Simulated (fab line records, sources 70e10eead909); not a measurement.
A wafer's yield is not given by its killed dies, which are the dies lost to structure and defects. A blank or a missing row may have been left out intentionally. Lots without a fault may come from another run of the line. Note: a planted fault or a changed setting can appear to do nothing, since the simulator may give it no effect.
Which tool is to blame? / flow nand-harc / 13 lots with 39 wafers sampled at 6 steps, on a route of 1302 steps

WHAT THE GAUGES READ, wafer by wafer
NHARC_A_CHANNEL_FILL_D1_INSPECT_13. Usual: raw-defect-count reads 288 (standard deviation 100).
lot=L132; measured=day 10 20:20; on=defect-inspect-01; raw-defect-count=217 240 267; flag=
lot=L133; measured=day 11 21:02; on=defect-inspect-02; raw-defect-count=581 407 265; flag=
lot=L138; measured=day 13 08:27; on=defect-inspect-01; raw-defect-count=113 156 233; flag=
lot=L144; measured=day 16 21:16; on=defect-inspect-02; raw-defect-count=567 515 474; flag=
lot=L145; measured=day 17 11:32; on=defect-inspect-02; raw-defect-count=320 360 395; flag=
lot=L149; measured=day 17 23:20; on=defect-inspect-02; raw-defect-count=185 237 225; flag=
lot=L148; measured=day 17 23:28; on=defect-inspect-01; raw-defect-count=196 145 189; flag=
lot=L150; measured=day 18 19:44; on=defect-inspect-01; raw-defect-count=218 217 275; flag=
lot=L151; measured=day 19 17:00; on=defect-inspect-02; raw-defect-count=209 294 177; flag=
lot=L152; measured=day 19 19:40; on=defect-inspect-01; raw-defect-count=223 232 209; flag=
lot=L153; measured=day 20 00:37; on=defect-inspect-02; raw-defect-count=445 184 347; flag=
lot=L154; measured=day 20 00:37; on=defect-inspect-01; raw-defect-count=358 191 180; flag=
lot=L155; measured=day 20 14:41; on=defect-inspect-02; raw-defect-count=331 295 285; flag=

NHARC_A_ONON_D2_THK_MEAS_05: measures by ellipsometry. Usual: thk-nm reads 998 nm (standard deviation 11).
lot=L132; measured=day 12 07:08; on=film-metro-01; thk-nm (nm)=996 996 996; flag=
lot=L133; measured=day 13 11:47; on=film-metro-01; thk-nm (nm)=1009 1010 1009; flag=
lot=L138; measured=day 14 18:18; on=film-metro-02; thk-nm (nm)=981 984 983; flag=
lot=L144; measured=day 18 05:38; on=film-metro-01; thk-nm (nm)=1009 1008 1006; flag=
lot=L145; measured=day 19 03:06; on=film-metro-01; thk-nm (nm)=1004 1004 1006; flag=
lot=L149; measured=day 19 15:30; on=film-metro-01; thk-nm (nm)=1003 1003 1001; flag=
lot=L148; measured=day 19 15:31; on=film-metro-02; thk-nm (nm)=1008 1010 1010; flag=
lot=L150; measured=day 20 08:34; on=film-metro-02; thk-nm (nm)=987 986 986; flag=
lot=L151; measured=day 21 08:08; on=film-metro-02; thk-nm (nm)=1014 1016 1017; flag=
lot=L152; measured=day 21 08:09; on=film-metro-01; thk-nm (nm)=998 996 996; flag=
lot=L153; measured=day 21 13:36; on=film-metro-02; thk-nm (nm)=994 995 994; flag=
lot=L154; measured=day 21 13:35; on=film-metro-01; thk-nm (nm)=999 997 998; flag=
lot=L155; measured=day 22 01:39; on=film-metro-01; thk-nm (nm)=1019 1022 1021; flag=

NHARC_A_ONON_D2_THK_MEAS_27: measures by ellipsometry. Usual: thk-nm reads 997 nm (standard deviation 11).
lot=L132; measured=day 12 20:52; on=film-metro-01; thk-nm (nm)=992 992 992; flag=
lot=L133; measured=day 13 22:18; on=film-metro-02; thk-nm (nm)=997 997 999; flag=
lot=L138; measured=day 15 05:03; on=film-metro-01; thk-nm (nm)=1003 1002 1003; flag=
lot=L144; measured=day 18 16:47; on=film-metro-02; thk-nm (nm)=992 992 993; flag=
lot=L145; measured=day 19 14:16; on=film-metro-02; thk-nm (nm)=999 999 999; flag=
lot=L149; measured=day 20 02:14; on=film-metro-01; thk-nm (nm)=1004 1004 1004; flag=
lot=L148; measured=day 20 02:14; on=film-metro-02; thk-nm (nm)=991 990 991; flag=
lot=L150; measured=day 20 19:18; on=film-metro-02; thk-nm (nm)=1007 1005 1006; flag=
lot=L151; measured=day 21 19:40; on=film-metro-02; thk-nm (nm)=989 991 990; flag=
lot=L152; measured=day 21 19:31; on=film-metro-01; thk-nm (nm)=1002 1000 1002; flag=
lot=L153; measured=day 22 00:45; on=film-metro-02; thk-nm (nm)=1007 1009 1008; flag=
lot=L154; measured=day 22 00:43; on=film-metro-01; thk-nm (nm)=994 998 996; flag=
lot=L155; measured=day 22 14:37; on=film-metro-01; thk-nm (nm)=1007 1006 1005; flag=

NHARC_A_ONON_D2_THK_MEAS_34: measures by ellipsometry. Usual: thk-nm reads 199.7 nm (standard deviation 2.4).
lot=L132; measured=day 12 21:54; on=film-metro-02; thk-nm (nm)=195.9 196.3 200.5; flag=
lot=L133; measured=day 13 23:19; on=film-metro-02; thk-nm (nm)=197.7 201.3 200.4; flag=
lot=L138; measured=day 15 06:06; on=film-metro-02; thk-nm (nm)=197.6 217.0 218.2; flag=OFF
lot=L144; measured=day 18 17:50; on=film-metro-02; thk-nm (nm)=197.2 196.8 199.0; flag=
lot=L145; measured=day 19 15:17; on=film-metro-01; thk-nm (nm)=193.3 195.0 197.0; flag=
lot=L149; measured=day 20 03:16; on=film-metro-01; thk-nm (nm)=201.2 202.5 204.0; flag=
lot=L148; measured=day 20 03:17; on=film-metro-02; thk-nm (nm)=197.6 202.7 200.9; flag=
lot=L150; measured=day 20 20:29; on=film-metro-02; thk-nm (nm)=202.6 202.5 199.3; flag=
lot=L151; measured=day 21 20:42; on=film-metro-01; thk-nm (nm)=199.4 198.6 196.1; flag=
lot=L152; measured=day 21 20:42; on=film-metro-02; thk-nm (nm)=198.9 198.3 201.1; flag=
lot=L153; measured=day 22 01:54; on=film-metro-01; thk-nm (nm)=196.4 201.1 202.6; flag=
lot=L154; measured=day 22 01:53; on=film-metro-02; thk-nm (nm)=198.2 204.6 202.2; flag=
lot=L155; measured=day 22 15:38; on=film-metro-02; thk-nm (nm)=202.2 203.8 204.8; flag=

NHARC_END_SORT_01. Usual: killed-at-array 50, standard deviation 17; killed-at-other 0.7, standard deviation 1; killed-at-periphery 3.4, standard deviation 2.4; killed-dies 54, standard deviation 17; killed-open 3.3, standard deviation 1.7; killed-short 2.5, standard deviation 1.6.
lot=L132; measured=day 24 15:04; on=prober-02; killed-at-array=51 86 83; killed-at-other=0 0 0; killed-at-periphery=1 2 2; killed-dies=52 88 85; killed-open=4 5 3; killed-short=1 4 0; flag=
lot=L133; measured=day 25 01:04; on=prober-02; killed-at-array=66 37 56; killed-at-other=0 0 0; killed-at-periphery=4 5 0; killed-dies=70 42 56; killed-open=4 4 1; killed-short=4 2 6; flag=
lot=L138; measured=day 26 17:29; on=prober-02; killed-at-array=32 32 23; killed-at-other=0 1 0; killed-at-periphery=6 3 1; killed-dies=38 36 24; killed-open=2 4 3; killed-short=4 1 1; flag=
lot=L148; measured=day 31 14:28; on=prober-02; killed-at-array=49 39 41; killed-at-other=0 0 0; killed-at-periphery=5 2 1; killed-dies=54 41 42; killed-open=5 5 5; killed-short=3 2 1; flag=
lot=L152; measured=day 33 03:11; on=prober-02; killed-at-array=75 65 67; killed-at-other=0 2 0; killed-at-periphery=0 2 5; killed-dies=75 69 72; killed-open=1 1 3; killed-short=1 3 4; flag=

TOOL THAT RAN EACH LOT (tool first, then ch and the chambers of the sampled wafers, then the start)
lot=L132; NHARC_A_ONON_D2_DEP_33=pecvd-02 ch 0,1,2, day 12 21:32
lot=L133; NHARC_A_ONON_D2_DEP_33=pecvd-02 ch 0,2, day 13 22:55
lot=L138; NHARC_A_ONON_D2_DEP_33=pecvd-04 ch 1,2, day 15 05:41
lot=L144; NHARC_A_ONON_D2_DEP_33=pecvd-02 ch 0,1,2, day 18 17:30
lot=L145; NHARC_A_ONON_D2_DEP_33=pecvd-03 ch 0,1,2, day 19 14:53
lot=L149; NHARC_A_ONON_D2_DEP_33=pecvd-03 ch 1,2, day 20 02:51
lot=L148; NHARC_A_ONON_D2_DEP_33=pecvd-02 ch 1,2, day 20 02:55
lot=L150; NHARC_A_ONON_D2_DEP_33=pecvd-02 ch 0,2, day 20 20:04
lot=L151; NHARC_A_ONON_D2_DEP_33=pecvd-03 ch 0,1,2, day 21 20:17
lot=L152; NHARC_A_ONON_D2_DEP_33=pecvd-04 ch 0,2, day 21 20:09
lot=L153; NHARC_A_ONON_D2_DEP_33=pecvd-03 ch 0,1, day 22 01:35
lot=L154; NHARC_A_ONON_D2_DEP_33=pecvd-04 ch 0, day 22 01:20
lot=L155; NHARC_A_ONON_D2_DEP_33=pecvd-04 ch 0,2, day 22 15:14
- NHARC_A_ONON_D2_DEP_33: deposits SiO2, target thk 200 nm.

AS READ BY THE TOOLS THEMSELVES (means over the sampled wafers that have a number; for cases with no such wafer, the mark the record gives instead)
NHARC_A_ONON_D2_DEP_33. Usual: heater-power-w 510 W, standard deviation 74; rf-fwd-power-W 898.9 W, standard deviation 2.7; showerhead-vpp-V 1827 V, standard deviation 87; throttle-valve-pct 16.1 %, standard deviation 0.46.
lot=L132; tool=pecvd-02; heater-power-w (W)=490; rf-fwd-power-W (W)=900.0; showerhead-vpp-V (V)=1896; throttle-valve-pct (%)=15.8; flag=
lot=L133; tool=pecvd-02; heater-power-w (W)=600; rf-fwd-power-W (W)=897.5; showerhead-vpp-V (V)=1883; throttle-valve-pct (%)=15.9; flag=
lot=L138; tool=pecvd-04; heater-power-w (W)=388; rf-fwd-power-W (W)=1140.8; showerhead-vpp-V (V)=2019; throttle-valve-pct (%)=16.3; flag=OFF
lot=L144; tool=pecvd-02; heater-power-w (W)=499; rf-fwd-power-W (W)=899.9; showerhead-vpp-V (V)=1902; throttle-valve-pct (%)=16.4; flag=
lot=L145; tool=pecvd-03; heater-power-w (W)=567; rf-fwd-power-W (W)=897.8; showerhead-vpp-V (V)=1826; throttle-valve-pct (%)=15.8; flag=
lot=L149; tool=pecvd-03; heater-power-w (W)=544; rf-fwd-power-W (W)=899.6; showerhead-vpp-V (V)=1791; throttle-valve-pct (%)=15.6; flag=
lot=L148; tool=pecvd-02; heater-power-w (W)=534; rf-fwd-power-W (W)=900.5; showerhead-vpp-V (V)=1899; throttle-valve-pct (%)=16.2; flag=
lot=L150; tool=pecvd-02; heater-power-w (W)=497; rf-fwd-power-W (W)=895.9; showerhead-vpp-V (V)=1888; throttle-valve-pct (%)=16.6; flag=
lot=L151; tool=pecvd-03; heater-power-w (W)=568; rf-fwd-power-W (W)=896.9; showerhead-vpp-V (V)=1827; throttle-valve-pct (%)=15.9; flag=
lot=L152; tool=pecvd-04; heater-power-w (W)=516; rf-fwd-power-W (W)=898.0; showerhead-vpp-V (V)=1713; throttle-valve-pct (%)=16.3; flag=
lot=L153; tool=pecvd-03; heater-power-w (W)=550; rf-fwd-power-W (W)=898.4; showerhead-vpp-V (V)=1854; throttle-valve-pct (%)=16.2; flag=
lot=L154; tool=pecvd-04; heater-power-w (W)=564; rf-fwd-power-W (W)=899.6; showerhead-vpp-V (V)=1677; throttle-valve-pct (%)=16.5; flag=
lot=L155; tool=pecvd-04; heater-power-w (W)=475; rf-fwd-power-W (W)=897.9; showerhead-vpp-V (V)=1746; throttle-valve-pct (%)=16.3; flag=

THE ANSWER, worked out from the rows above alone
Rule: take the mean of a lot's wafers that have a number; if it is more than 3 standard deviations from the usual mean, the lot is off. A lot without any number at a reading at which 4 lots or more have one is off too. All remaining lots with rows at the step are treated as sound. First the gauges in route order, then the tools' own readings, where a lot's mean is used as printed above. The first step at which some lot is off is used, and at that step the reading that is off furthest; a lot without a number counts as furthest.
Off: L138 (NHARC_A_ONON_D2_THK_MEAS_34, thk-nm).
If a tool, at a process step before that reading, ran all the lots that are off and no sound lot after the first of them, it fits. Not tried: the gauges at NHARC_A_ONON_D2_THK_MEAS_34; whatever is off there is also off at NHARC_A_ONON_D2_DEP_33, on other tools, and gauge error can't account for it. None of those tried fits.

WHAT THE SIMULATOR HAD INSERTED
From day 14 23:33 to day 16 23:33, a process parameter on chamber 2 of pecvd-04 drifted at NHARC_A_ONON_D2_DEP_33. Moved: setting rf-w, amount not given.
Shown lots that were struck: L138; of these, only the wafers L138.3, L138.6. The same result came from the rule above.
